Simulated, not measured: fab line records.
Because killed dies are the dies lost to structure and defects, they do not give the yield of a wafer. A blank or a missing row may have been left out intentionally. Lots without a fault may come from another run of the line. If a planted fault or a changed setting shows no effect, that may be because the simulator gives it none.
Matching of chambers -- flow nandHarc -- cmp-03 running NHARC_P_M1_CMP_23: 4 sister chambers
The step polishes, t overpolish 20 s, target thk 157.82 nm. 4 wafers are shown with their chamber, then 7 later ones without.

## EACH WAFER AND ITS CHAMBER
wafer,chamber,motorCurrentA (A)
L154.2,0,12.3
L171.2,1,14.0
L174.2,3,10.3
L174.4,2,12.8

## WAFERS WHOSE CHAMBER IS MISSING
wafer,motorCurrentA (A)
L174.5,12.6
L175.4,10.3
L175.5,11.8
L175.6,13.2
L176.2,11.8
L176.3,10.3
L176.4,13.6

## WHICH CHAMBER EACH ONE RAN IN
wafer,from the rows above,in truth
L174.5,can't be placed: 2 or 0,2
L175.4,3,3
L175.5,can't be placed: 0 or 2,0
L175.6,can't be placed: 2 or 1 or 0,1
L176.2,can't be placed: 0 or 2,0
L176.3,3,3
L176.4,can't be placed: 1 or 2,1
Placed correctly: 2 of 7. Unplaceable from these rows: 5, with the true chamber sitting among the candidates in 5. Placed wrongly: 0.
How it was worked out, from the rows above alone: a wafer's distance from a chamber is the root of the sum, over the readings, of the square of ((its reading less the chamber's mean) divided by the reading's scatter). If the next closest chamber is less than 2 further off than the closest, the wafer can't be placed; otherwise it belongs to the closest. For every chamber, the mean is computed from those of its wafers that are shown. The scatter: with one shown wafer a chamber, the root of the mean of the squares of how far each hidden wafer lies from its nearest shown one.
